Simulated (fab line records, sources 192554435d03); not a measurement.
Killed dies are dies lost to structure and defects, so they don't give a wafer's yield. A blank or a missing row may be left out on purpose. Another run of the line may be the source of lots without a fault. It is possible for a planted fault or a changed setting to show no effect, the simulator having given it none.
fab line records	flow n5Finfet
record: lots: 5	wafers: 15	lastDay: 16
route steps=1938 shown BEOL_M0@729 BEOL_M1@751 PASSIVATION@1936
lots that met no fault: taken from a fault-free run of the same line
startH: hours from the record's opening day to when the first of the lot's shown wafers began	waitH: hours from the lot's prior step to this one	" unchanged from the row above	L1.1+2: several wafers, shown together as one row	- either no value or no given start	* or withheld: withheld	< > ~ a bound
route shown NAME@n: names a module that has steps shown in the file, with the first one's number in the route	usual: mean/standard deviation of fault-free wafers	same: alike in all rows	chamber/n: place in a boat	sites: the reading at each site	_std_site: the standard deviation of these	_edge_site: mean of outer sites minus mean of inner sites	radiusMm: how far each site lies from the wafer's centre	mask NAME#n: copy n	behind: the most recent tool/chamber to have shaped the wafer	hold: the reason the lot was held/the length of the hold in hours/how it ended	device: which transistor (n, p or np) failed to switch	end of line: the tests these same wafers got at the end of their route	a step without rows: its recipe alone	killed: dies lost to structure and defects at the first sort, not the wafer's yield	map: per-die view of a wafer (x killed, . not killed, _ where there is no die)
set.NAME: setting as actually run; set.NAME@STEP: the setting as run at that earlier step	model.NAME: the simulator's own value behind a step, which no gauge read
certain route steps with their lots: each step a table, each wafer a row
services: the hour from which a tool's chamber was out of use, counted from the record's first day as startH (under 0 if before that day), plus the number of hours and why
== steps ==
step: N5_BEOL_M0_DEGAS_112
recipe: ambient: vacuum	tempC: 250	timeS: 60
step: N5_BEOL_M0_PRE_CLEAN_113
recipe: gas: H2/He	timeS: 30	tempC: 250
step: N5_BEOL_M0_ALD_136
recipe: material: TaN	targetThkA: *	tempC: 275	aldPrecursorFamily: PDMAT	aldCoReactant: NH3	pressureTorr: 3	carrierFlowSccm: 1500	pulseTimeS: 2	purgeTimeS: 3	coReactantPurgeTimeS: 2	coReactantPulseTimeS: 3	aldCycles: 30	precursorVesselTempC: 75	precursorVesselPressureTorr: 26.25	precursorVesselCarrierSccm: 1000
step: N5_BEOL_M0_SURFACE_TREAT_137
recipe: gas: Ar	timeS: *	ionEnergyEv: *	ionCurrentMaCm2: 0.5	pressureMtorr: *	arFlowSccm: 30
usual: throttleValvePct: *
lot.wafer	tool	chamber	startH	waitH	throttleValvePct
L833.1	pvdSputter-02	-	116.77	0.2	*
L833.5	"	-	"	"	*
L833.6	"	-	"	"	*
L840.1	pvdSputter-03	-	161.21	0.4	*
L840.2	"	-	"	"	*
L840.4	"	-	"	"	*
L845.3	pvdSputter-03	-	192.16	0.2	*
L845.5	"	-	"	"	*
L845.6	"	-	"	"	*
L848.4	pvdSputter-02	-	208.82	0.2	*
L848.5	"	-	"	"	*
L848.6	"	-	"	"	*
L850.3	pvdSputter-02	-	221.22	0.4	*
L850.4	"	-	"	"	*
L850.5	"	-	"	"	*
step: N5_BEOL_M0_CVD_115
recipe: material: Co	targetThkA: *	tempC: withheld	precursor: CCTBA/H2	pressureTorr: 30	timeS: 120
step: N5_BEOL_M0_SPUTTER_116
recipe: material: Cu	targetThkA: 40	tempC: -20	chamberPressurePa: 0.07	powerW: withheld	timeS: 7.37
step: N5_BEOL_M0_ANNEAL_117
recipe: tempC: 400	timeS: 60	ambient: vacuum
step: N5_BEOL_M0_SPUTTER_132
recipe: material: Cu	targetThkA: 40	tempC: -20	chamberPressurePa: 0.07	powerW: withheld	timeS: 7.37
step: N5_BEOL_M0_ANNEAL_133
recipe: tempC: 400	timeS: 60	ambient: vacuum
step: N5_BEOL_M0_SPUTTER_134
recipe: material: Cu	targetThkA: 40	tempC: -20	chamberPressurePa: 0.07	powerW: withheld	timeS: 7.37
step: N5_BEOL_M0_ANNEAL_135
recipe: tempC: 400	timeS: 60	ambient: vacuum
usual: heaterPowerW: 818/110
lot.wafer	tool	chamber	startH	waitH	heaterPowerW
L833.1	pvdSputter-02	-	117.33	0.0	883
L833.5	"	-	"	"	880
L833.6	"	-	"	"	702
L840.1	pvdSputter-03	-	161.71	0.0	1048
L840.2	"	-	"	"	710
L840.4	"	-	"	"	886
L845.3	pvdSputter-01	-	192.86	0.0	728
L845.5	"	-	"	"	739
L845.6	"	-	"	"	756
L848.4	pvdSputter-03	-	209.63	0.0	710
L848.5	"	-	"	"	880
L848.6	"	-	"	"	1058
L850.3	pvdSputter-02	-	221.76	0.0	942
L850.4	"	-	"	"	695
L850.5	"	-	"	"	898
step: N5_BEOL_M0_SPUTTER_141
recipe: material: Cu	targetThkA: 40	tempC: -20	chamberPressurePa: 0.07	powerW: withheld	timeS: 7.37
step: N5_BEOL_M0_ECD_118
recipe: material: Cu	targetThkA: 3000
lot.wafer	tool	chamber	startH	waitH
L833.1+5+6	ecdCu-01	0,1,0	117.52	0.1
L840.1+2+4	ecdCu-01	1,0,0	161.87	0.1
L845.3+5+6	ecdCu-02	0,1,0	193.03	0.1
L848.4+5+6	ecdCu-01	0,1,0	209.81	0.1
L850.3+4+5	ecdCu-01	0,1,0	221.94	0.1
step: N5_BEOL_M0_ANNEAL_119
recipe: tempC: 225	timeS: 90	ambient: N2
step: N5_BEOL_M0_CMP_120
recipe: stopOn: SiOC	tOverpolishS: 6.9	downForcePsi: 1	platenRpm: 50	clearingPlatenDownForcePsi: 1.5	clearingPlatenRpm: 50	postCmpClean: cuAlkaline	clearingPlatenPadVelocityMS: 0.99484	padVelocityMS: 0.99484
usual: barrierFieldEndpointS: 3.58/0.13	clearingPlatenRpm: 50.000/0.027	motorCurrentA: 5.8/0.76	overpolishRunS: 6.901/0.0099	timeToEndpointS: 61/3.4
lot.wafer	tool	chamber	startH	waitH	barrierFieldEndpointS	clearingPlatenRpm	motorCurrentA	overpolishRunS	timeToEndpointS
L833.1	cmp-01	1	118.01	0.4	3.67	49.981	5.5	6.899	64
L833.5	"	2	"	"	3.69	50.015	5.4	6.892	68
L833.6	"	3	"	"	3.45	49.991	6.9	6.895	61
L840.2	cmp-01	3	162.24	0.2	3.48	49.996	6.6	6.898	57
L840.1	"	1	"	"	3.66	50.017	5.4	6.899	62
L840.4	"	2	"	"	3.54	49.974	5.0	6.904	59
L845.3	cmp-01	3	193.50	0.3	3.62	49.994	7.2	6.885	55
L845.6	"	0	"	"	3.45	50.041	6.4	6.898	55
L845.5	"	1	"	"	3.67	50.037	5.4	6.903	59
L848.4	cmp-02	3	210.28	0.2	3.55	49.977	6.8	6.889	57
L848.6	"	0	"	"	3.42	50.006	6.2	6.903	58
L848.5	"	1	"	"	3.45	50.022	4.9	6.900	59
L850.4	cmp-02	1	222.33	0.2	3.43	49.964	5.1	6.900	65
L850.3	"	3	"	"	3.44	49.990	6.8	6.921	61
L850.5	"	1	"	"	3.61	50.007	5.1	6.894	65
step: N5_BEOL_M0_PRE_CLEAN_131
recipe: gas: NH3/H2	timeS: 15	tempC: *	rfPowerW: 300
step: N5_BEOL_M0_CO_CAP_123
recipe: material: Co	targetThkA: 20	tempC: 200	precursor: CCTBA/H2	pressureTorr: 30	timeS: 102.1
step: N5_BEOL_M0_PRE_CLEAN_124
recipe: gas: NH3	timeS: 15	tempC: withheld	rfPowerW: 300
step: N5_BEOL_M0_DEP_125
recipe: material: SiCN	targetThkA: 80	tempC: withheld	precursor: 3MS/NH3	pressureTorr: 3	rfW: 202	timeS: 14
usual: showerheadPlenumPTorr: 3.664/0.014	throttleValvePct: 9.0/0.48
lot.wafer	tool	chamber	startH	waitH	showerheadPlenumPTorr	throttleValvePct
L833.1	pecvd-04	0	118.44	0.0	3.661	8.8
L833.5	"	1	"	"	3.651	8.8
L833.6	"	0	"	"	3.670	8.6
L840.1	pecvd-04	0	162.73	0.0	3.648	8.7
L840.2	"	1	"	"	3.662	8.6
L840.4	"	1	"	"	3.653	8.7
L845.3	pecvd-03	1	193.88	0.0	3.676	9.0
L845.5	"	2	"	"	3.664	8.6
L845.6	"	1	"	"	3.680	8.8
L848.4	pecvd-04	2	210.67	0.0	3.641	9.5
L848.5	"	1	"	"	3.663	8.8
L848.6	"	0	"	"	3.655	8.8
L850.3	pecvd-01	0	222.81	0.0	3.684	8.8
L850.4	"	1	"	"	3.679	10.1
L850.5	"	1	"	"	3.683	10.2
step: N5_BEOL_M0_RS_MEAS_126
recipe: thkMeasGauge: four-point-probe	reads: Co_of_BEOL_M0_CO_CAP_123+Cu_of_BEOL_M0_ECD_118+Co_of_BEOL_M0_CVD_115+TaN_of_BEOL_M0_ALD_136
usual: M0_RS: 0.541/0.022
lot.wafer	tool	chamber	startH	waitH	M0_RS[ohm/sq]
L833.1	filmMetro-01	-	118.51	0.0	0.523
L833.5	"	-	"	"	0.513
L833.6	"	-	"	"	0.519
L840.1	filmMetro-02	-	162.80	0.0	0.535
L840.2	"	-	"	"	0.556
L840.4	"	-	"	"	0.513
L845.3	filmMetro-01	-	193.95	0.1	0.580
L845.5	"	-	"	"	0.552
L845.6	"	-	"	"	0.566
L848.4	filmMetro-01	-	210.72	0.0	0.544
L848.5	"	-	"	"	0.535
L848.6	"	-	"	"	0.542
L850.3	filmMetro-01	-	222.88	0.1	0.545
L850.4	"	-	"	"	0.528
L850.5	"	-	"	"	0.521
step: N5_BEOL_M1_ILD_DEP_00
recipe: material: SiOC	targetThkA: 790	tempC: 350	precursor: DEMS/O2	pressureTorr: 5	rfW: 500	timeS: 15.3
step: N5_BEOL_M1_THK_MEAS_01
recipe: reads: SiOC_of_BEOL_M1_ILD_DEP_00
usual: M1_ILD_THK: 79.5/1
lot.wafer	tool	chamber	startH	waitH	M1_ILD_THK[nm]
L833.1	filmMetro-01	-	118.66	0.1	77.6
L833.5	"	-	"	"	78.7
L833.6	"	-	"	"	78.7
L840.1	filmMetro-02	-	162.93	0.0	78.8
L840.2	"	-	"	"	79.6
L840.4	"	-	"	"	80.3
L845.3	filmMetro-01	-	194.09	0.1	77.6
L845.5	"	-	"	"	78.6
L845.6	"	-	"	"	79.3
L848.4	filmMetro-01	-	210.87	0.1	79.3
L848.5	"	-	"	"	79.4
L848.6	"	-	"	"	79.9
L850.3	filmMetro-01	-	223.01	0.1	80.1
L850.4	"	-	"	"	80.5
L850.5	"	-	"	"	81.6
step: N5_BEOL_M1_PECVD_72
recipe: material: SiO2	targetThkA: 160	tempC: 400	precursor: TEOS/O2	pressureTorr: 5.5	rfW: 450	teosFlowSccm: 53.8	gas: O2	flowSccm: 3000	timeS: 18
step: N5_BEOL_M1_HM_DEP_02
recipe: material: TiN	targetThkA: 200	tempC: 25	chamberPressurePa: 0.49996
usual: throttleValvePct: 30.3/0.97
lot.wafer	tool	chamber	startH	waitH	throttleValvePct
L833.1	pvdSputter-02	-	120.11	1.4	30.1
L833.5	"	-	"	"	30.0
L833.6	"	-	"	"	30.0
L840.1	pvdSputter-01	-	165.64	2.7	31.5
L840.2	"	-	"	"	30.0
L840.4	"	-	"	"	31.2
L845.3	pvdSputter-02	-	195.62	1.5	30.5
L845.5	"	-	"	"	32.1
L845.6	"	-	"	"	30.2
L848.4	pvdSputter-02	-	211.68	0.7	29.8
L848.5	"	-	"	"	32.1
L848.6	"	-	"	"	29.9
L850.3	pvdSputter-01	-	225.39	2.3	31.0
L850.4	"	-	"	"	31.7
L850.5	"	-	"	"	30.9
step: N5_BEOL_M1_COAT_61
recipe: resist: SOC	tempC: 250	timeS: 60	spinRpm: 1500	resistThkNm: 60
step: N5_BEOL_M1_COAT_62
recipe: resist: SiARC	tempC: 220	timeS: 60	spinRpm: 1500	resistThkNm: 12
step: N5_BEOL_M1_COAT_73
recipe: resist: underlayer	tempC: 205	timeS: 60	spinRpm: 1500	resistThkNm: 5
step: N5_BEOL_M1_COAT_05
recipe: resist: CAR-EUV	spinRpm: 1500	resistThkNm: 30
step: N5_BEOL_M1_EBR_07
recipe: solvent: PGMEA	ebrWidthMm: 1.5
step: N5_BEOL_M1_SOFTBAKE_06
recipe: tempC: 110	timeS: 60	resist: CAR-EUV
step: N5_BEOL_M1_EXPOSE_08
recipe: maskId: M1	na: 0.33	sourceShape: dipole	sigmaInner: 0.369	sigmaOuter: 0.767	polarization: unpolarized	doseMj: 33
step: N5_BEOL_M1_PEB_09
recipe: pebTempC: 100	pebTimeS: 60	resist: CAR-EUV
step: N5_BEOL_M1_DEVELOP_10
recipe: developTimeS: 30	developer: TMAH	resist: CAR-EUV	rinseLiquid: surfactantRinse	dry: airSpin	devTempC: 23
step: N5_BEOL_M1_CD_MEAS_11
recipe: targetCdNm: 17.05	landingEnergyEv: 500	detector: seInlens	polarity: opening
usual: cdNm: 17.08/0.25
lot.wafer	tool	chamber	startH	waitH	cdNm
L833.1	cdSem-03	0	120.63	-	16.97
L833.5	"	0	"	"	16.84
L833.6	"	0	"	"	16.85
L840.1	cdSem-02	0	166.03	-	17.35
L840.2	"	0	"	"	16.64
L840.4	"	0	"	"	17.00
L845.3	cdSem-01	0	196.13	-	17.07
L845.5	"	0	"	"	17.00
L845.6	"	0	"	"	17.34
L848.4	cdSem-03	0	212.19	-	16.78
L848.5	"	0	"	"	16.85
L848.6	"	0	"	"	17.20
L850.3	cdSem-03	0	225.78	-	17.36
L850.4	"	0	"	"	16.76
L850.5	"	0	"	"	16.74
step: N5_BEOL_M1_OVL_MEAS_12
recipe: pointsPerWafer: 522
usual: M1_OVL: 0.7/0.74
lot.wafer	tool	chamber	startH	waitH	M1_OVL[nm]
L833.1	overlay-02	0	120.66	0.0	1.0
L833.5	"	0	"	"	0.6
L833.6	"	0	"	"	0.4
L840.1	overlay-02	0	166.06	0.0	-0.4
L840.2	"	0	"	"	0.9
L840.4	"	0	"	"	1.3
L845.3	overlay-01	0	196.17	0.0	0.9
L845.5	"	0	"	"	0.6
L845.6	"	0	"	"	1.1
L848.4	overlay-01	0	212.24	0.0	1.8
L848.5	"	0	"	"	0.5
L848.6	"	0	"	"	2.0
L850.3	overlay-02	0	225.82	0.0	0.6
L850.4	"	0	"	"	0.2
L850.5	"	0	"	"	1.0
step: N5_BEOL_M1_DESCUM_16
recipe: chemistry: O2	timeS: 7	sourcePowerW: 50	biasPowerW: 20	pressureMtorr: 20	rfFrequencyHz: 2.712e+07	tempC: 40	resist: CAR-EUV	o2FlowSccm: 225
step: N5_BEOL_M1_ETCH_74
recipe: chemistry: N2/H2	target: underlayer	targetDepthA: 65	maskMaterial: CAR-EUV	timeS: 5.2	ionEnergyEv: 200	pressureMtorr: 30	sourceW: 840	biasW: 150	n2FlowSccm: 200	h2FlowSccm: 200	ends: cleared
step: N5_BEOL_M1_ETCH_63
recipe: chemistry: CF4	target: SiARC	targetDepthA: 156	maskMaterial: CAR-EUV	timeS: 26	ionEnergyEv: 80	pressureMtorr: 40	sourceW: 545	biasW: 36	Ar_flow_sccm: 100	cf4FlowSccm: 100	ends: cleared
step: N5_BEOL_M1_ETCH_64
recipe: chemistry: N2/H2	target: SOC	targetDepthA: 750	overetchA: 150	maskMaterial: SiARC	tempC: 40	timeS: 112.5	ionEnergyEv: 200	pressureMtorr: 30	sourceW: 840	biasW: 150	n2FlowSccm: 200	h2FlowSccm: 200
step: N5_PASSIVATION_PROBE_49
usual: defectLimitedYield: 91.7/1.7	killed_at_M0_to_M3: 34/10	killed_at_M4_up: 13/5.1	killedAtContacts: 12/6.2	killedAtFrontEnd: 36/12	killedAtOther: 3.2/2.6	killedDies: 98/20	killedOnRim: 13/4.5	killedOpen: 65/13	killedShort: 32/8.4	sort_bin_5_function: 4.8/1.1	sort_bin_6_memory: 3.2/0.74	sortNPass: 1082/20	sortYieldPct: 91.7/1.7
same: grossDies: 1180	killedAtBackSide: 0	sort_bin_4_leakage[%]: 0	sort_bin_8_speed[%]: 0
lot.wafer	tool	chamber	startH	waitH	defectLimitedYield[%]	killed_at_M0_to_M3	killed_at_M4_up	killedAtContacts	killedAtFrontEnd	killedAtOther	killedDies	killedOnRim	killedOpen	killedShort	sort_bin_5_function[%]	sort_bin_6_memory[%]	sortNPass	sortYieldPct[%]
L833.1	prober-01	-	273.65	0.0	93.9	27	14	5	25	1	72	5	52	19	3.6	2.4	1108	93.9
L833.5	prober-01	-	273.85	0.2	91.4	38	16	12	33	2	101	15	71	29	5.4	3.1	1079	91.4
L833.6	prober-01	-	273.90	0.3	93.0	40	11	8	21	3	83	13	58	24	5.0	1.9	1097	93.0
L840.1	prober-02	-	319.29	0.0	92.5	37	12	9	27	4	89	7	49	39	4.8	2.4	1091	92.5
L840.2	prober-02	-	319.34	0.1	93.7	16	16	11	29	2	74	4	46	28	3.1	3.0	1106	93.7
L840.4	prober-02	-	319.44	0.2	91.9	36	14	12	30	4	96	7	74	22	4.7	3.4	1084	91.9
L845.3	prober-01	-	339.92	0.1	94.6	14	9	8	30	3	64	5	45	19	3.1	2.3	1116	94.6
L845.5	prober-01	-	340.02	0.2	92.7	23	8	16	36	3	86	12	60	26	4.2	2.7	1094	92.7
L845.6	prober-01	-	340.07	0.3	94.0	21	11	3	30	6	71	12	50	21	3.7	2.0	1109	94.0
L848.4	prober-01	-	362.83	0.2	92.5	38	8	5	33	5	89	15	59	30	4.2	3.1	1091	92.5
L848.5	prober-01	-	362.88	0.2	92.2	36	13	4	31	8	92	12	65	27	4.7	2.7	1088	92.2
L848.6	prober-01	-	362.93	0.3	93.2	29	6	12	28	5	80	11	62	18	3.9	2.6	1100	93.2
L850.3	prober-01	-	376.59	0.1	70.1	263	24	11	48	7	353	40	67	41	17.3	10.9	827	70.1
L850.4	prober-01	-	376.64	0.2	71.5	283	10	7	35	1	336	41	59	25	17.6	10.2	844	71.5
L850.5	prober-01	-	376.69	0.2	71.0	255	16	15	51	5	342	50	82	34	17.5	10.2	838	71.0
killed by level:class
L833.1 BEOL_M1:geometricParticle:open=9 FIN_SAQP:geometricParticle:open=6 BEOL_M2:geometricParticle:open=6 BEOL_M0_SAQP:geometricParticle:short=5 BEOL_M4:geometricParticle:open=5 FIN_SAQP:geometricParticle:short=4 MOL_CONTACT_COAG:geometricParticle:open=4 BEOL_M0_SAQP:geometricParticle:open=4
L833.5 MOL_CONTACT_COAG:geometricParticle:open=11 FIN_SAQP:geometricParticle:open=10 BEOL_M2:geometricParticle:open=10 BEOL_M1:geometricParticle:open=8 BEOL_M0_SAQP:geometricParticle:short=7 BEOL_M4:geometricParticle:open=6 STARTING-WAFER:geometricParticle:short=5 STI_FIN_REVEAL:geometricParticle:open=4
L833.6 BEOL_M1:geometricParticle:open=14 MOL_CONTACT_COAG:geometricParticle:open=6 BEOL_M3:geometricParticle:open=6 BEOL_M0_SAQP:geometricParticle:short=5 BEOL_M0_SAQP:geometricParticle:open=5 BEOL_M1:geometricParticle:short=5 BEOL_M7:geometricParticle:open=4 FIN_CUT:geometricParticle:open=4
L840.1 BEOL_M0_SAQP:geometricParticle:short=11 BEOL_M2:geometricParticle:open=8 BEOL_M4:geometricParticle:open=8 MOL_CONTACT_COAG:geometricParticle:open=7 ILD0:geometricParticle:short=6 BEOL_M0_SAQP:geometricParticle:open=6 FIN_SAQP:geometricParticle:short=4 STARTING-WAFER:geometricParticle:short=4
L840.2 MOL_CONTACT_COAG:geometricParticle:open=8 FIN_SAQP:geometricParticle:short=7 BEOL_M4:geometricParticle:open=7 STI_FIN_REVEAL:geometricParticle:open=6 BEOL_M0_SAQP:geometricParticle:short=6 BEOL_M1:geometricParticle:open=4 STI_FIN_REVEAL:geometricParticle:short=3 MOL_CONTACT_COAG:geometricParticle:short=3
L840.4 MOL_CONTACT_COAG:geometricParticle:open=12 BEOL_M3:geometricParticle:open=12 BEOL_M2:geometricParticle:open=8 GATE_CUT:geometricParticle:short=7 BEOL_M0_SAQP:geometricParticle:open=7 BEOL_M4:geometricParticle:open=7 BEOL_M1:geometricParticle:open=5 STI_FIN_REVEAL:geometricParticle:open=4
L845.3 STI_FIN_REVEAL:geometricParticle:open=11 BEOL_M2:geometricParticle:open=9 MOL_CONTACT_COAG:geometricParticle:open=5 STI_FIN_REVEAL:geometricParticle:short=3 MOL_CONTACT_COAG:geometricParticle:short=3 BEOL_M8:geometricParticle:open=3 FIN_SAQP:geometricParticle:open=2 FIN_SAQP:geometricParticle:short=2
L845.5 MOL_CONTACT_COAG:geometricParticle:open=13 STI_FIN_REVEAL:geometricParticle:open=9 GATE_CUT:geometricParticle:short=6 BEOL_M3:geometricParticle:open=6 FIN_SAQP:geometricParticle:short=4 GATE_CUT:geometricParticle:open=4 MOL_CONTACT_COAG:geometricParticle:short=3 BEOL_M1:geometricParticle:open=3
L845.6 STI_FIN_REVEAL:geometricParticle:open=19 BEOL_M0_SAQP:geometricParticle:open=4 BEOL_M1:geometricParticle:open=4 BEOL_M3:geometricParticle:open=4 BEOL_M0_SAQP:geometricParticle:short=3 BEOL_M1:geometricParticle:short=3 BEOL_M5:geometricParticle:open=3 FIN_SAQP:geometricParticle:open=2
L848.4 BEOL_M0_SAQP:geometricParticle:open=16 BEOL_M0_SAQP:geometricParticle:short=14 FIN_SAQP:geometricParticle:open=11 STI_FIN_REVEAL:geometricParticle:open=5 FIN_SAQP:geometricParticle:short=4 MOL_CONTACT_COAG:geometricParticle:open=4 BEOL_M4:geometricParticle:open=4 GATE_CUT:geometricParticle:short=3
L848.5 BEOL_M0_SAQP:geometricParticle:open=14 DUMMY_GATE:geometricParticle:open=6 BEOL_M0_SAQP:geometricParticle:short=6 BEOL_M2:geometricParticle:open=6 BEOL_M4:geometricParticle:open=6 STI_FIN_REVEAL:geometricParticle:open=5 MOL_CONTACT_COAG:geometricParticle:open=4 BEOL_M1:geometricParticle:open=4
L848.6 STI_FIN_REVEAL:geometricParticle:open=18 BEOL_M0_SAQP:geometricParticle:open=11 MOL_CONTACT_COAG:geometricParticle:open=9 BEOL_M0_SAQP:geometricParticle:short=6 BEOL_M2:geometricParticle:open=6 BEOL_M3:geometricParticle:open=4 FIN_SAQP:geometricParticle:short=3 MOL_CONTACT_COAG:geometricParticle:short=3
L850.3 BEOL_M0:unspecified=245 STI_FIN_REVEAL:geometricParticle:open=10 GATE_CUT:geometricParticle:short=10 MOL_CONTACT_COAG:geometricParticle:open=8 BEOL_M4:geometricParticle:open=7 BEOL_M5:geometricParticle:open=7 FIN_SAQP:geometricParticle:short=6 BEOL_M2:geometricParticle:open=6
L850.4 BEOL_M0:unspecified=250 GATE_CUT:geometricParticle:short=9 GATE_CUT:geometricParticle:open=8 BEOL_M3:geometricParticle:open=8 BEOL_M2:geometricParticle:open=7 STI_FIN_REVEAL:geometricParticle:open=6 BEOL_M0_SAQP:geometricParticle:open=5 MOL_CONTACT_COAG:geometricParticle:open=5
L850.5 BEOL_M0:unspecified=225 FIN_SAQP:geometricParticle:open=14 MOL_CONTACT_COAG:geometricParticle:open=12 STI_FIN_REVEAL:geometricParticle:open=9 BEOL_M2:geometricParticle:open=8 BEOL_M4:geometricParticle:open=8 GATE_CUT:geometricParticle:short=6 GATE_CUT:geometricParticle:open=6
map L850.3 (x killed, . not)
_________________........x...________________
______________.x...x.x...xx.xx.._____________
___________x.xx.....x....x..xxx....__________
__________.....x...x.......x....x..x_________
________...xx........xx....x.x......xx_______
_______..x.x........x..xx..........xx..______
______xxx......x..x...x..xx.x......xx..._____
_____....x..x..x.xxx..x.....x.x.xxx..x...____
____..x.x..x..x.xx....x.x.x..x...x.xx....x___
___x..x....x..x...x...x.xxxx...x...x...x...__
___....xx...x.x.........xx...xx..x.xx.xx..x__
__x.x.....x...x.xxxx.x.xxx......x..........x_
__.....x......x....x......x...x.x..x....x..x_
_.....x..x..x.....x.x....x...x..xx....x.....x
_...x...x........x....xx.x.......x.x..x...x..
_.xx..x.....xxxx...xxx.xx......x.x....x.x..x.
_..x.....x...x....xx....xx.x.x..xx......x.x..
_.........x........xxx....x.xxx.x...xx.x.....
_.......x.x..xxx...x..xxx..x.xx......xx..x...
_x....x..x.xx.x...x...xx...xxx....xx..x......
_...x....x..........xxxx.x..x..xxx...xxx.....
__.........x.x.x.xx....xx...x.xx...x.x.....x_
__.xxxx.x....xxxx...xx.....x.............x.._
___.....x..xx..x.xx...x.x..x............x.x__
___..............x....xx...xx..x...x.xxxxx.__
____..xxx........xx.x...x.......x.x.xx.x..___
_____.xx.......xx..x.x.xx..xx..x...x.....____
______xx.x.......x.x.x.....x.xx...x....._____
_______..xxx.....x...x......x..x.x...x.______
________x...xx...xxxx..x..........x.x._______
__________...x.xx.x.x.x...........x._________
___________...x.....x.....x......xx__________
______________.xx.......x.x....._____________
_________________x..x.x....x.________________
map L840.4 (x killed, . not)
_________________............________________
______________............x....._____________
___________............x...........__________
__________...xx....................._________
________..............x..x..........x._______
_______.....x.x........xx...........x..______
______........x.............x......x...._____
_____.................................x..____
____.............................x.....x..___
___...x.x..............................x.x.__
___.x.............x.....x..................__
__x................x..............x......x.._
__........x.x...........x...........x......._
_...........x.x......xx.......x..............
_.....x...........x......x...x...............
_..........x..........x......x..x........x..x
_...........x..........x.....................
_.x.x.....xx........x.x.................xx...
_..................x.......x....x............
_.........x..............................x...
_..x...................x.............x.......
__...............x..........x............xx._
__......x.........xx........................_
___............x.................x.......x.__
___........x..........x....................__
____...x......................x...........___
_____.....xx.x........................x..____
______....x.........x..............x...._____
_______........x.......................______
________...................x.x........_______
__________..x.x....................._________
___________.x........x.............__________
______________.................._____________
_________________...x.....x..________________
== services ==
tool	chamber	startH	hours	kind
pvdSputter-01	-	98.12	1.5	repair
pecvd-01	0	98.32	30.1	repair
ecdCu-02	-	104.92	82.9	repair
pecvd-03	2	107.09	2.1	scheduledDown
cmp-02	-	124.58	4.0	pm
pecvd-04	-	127.46	1.1	repair
cmp-02	-	128.58	-	consumableReplace:conditioner
cmp-02	-	128.58	-	consumableReplace:pad
pecvd-04	1	141.84	5.4	repair
ecdCu-01	-	142.17	3.5	repair
cmp-02	-	156.86	4.1	repair
pecvd-03	-	157.40	0.8	pm
pecvd-03	0	173.66	4.6	scheduledDown
cmp-02	-	173.70	1.1	repair
pecvd-03	-	174.99	5.5	repair
pecvd-04	0	176.00	2.2	repair
pecvd-01	-	180.37	0.9	repair
pecvd-01	2	190.80	4.7	repair
cmp-01	-	196.87	1.1	repair
pecvd-01	0	207.72	6.4	repair
pecvd-04	1	208.31	2.1	scheduledDown
cmp-01	-	216.71	2.7	repair
pecvd-01	2	220.22	-	clean
cmp-02	-	223.08	0.3	repair
== key ==
firstSign: step: N5_PASSIVATION_PROBE_49	reading: killed_at_M0_to_M3	direction: up	sigmas: 22	usual: 34	struck: 267
effect: step: N5_PASSIVATION_PROBE_49	reading: killedDies	direction: up	sigmas: 13	usual: 98	struck: 344
moreKillsBornAt: N5_BEOL_M0_ECD_118@ecdCu-01: 720
metAt N5_BEOL_M0_ECD_118
struckWafers L850.3,L850.4,L850.5
onsetBetween 209.81 221.94
alsoFits time
fault: kind: chamberParticleSource	tool: ecdCu-01	chamber: -	onsetH: 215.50	steps: N5_BEOL_M0_ECD_118	ratePerVisitCm2: 0.43399
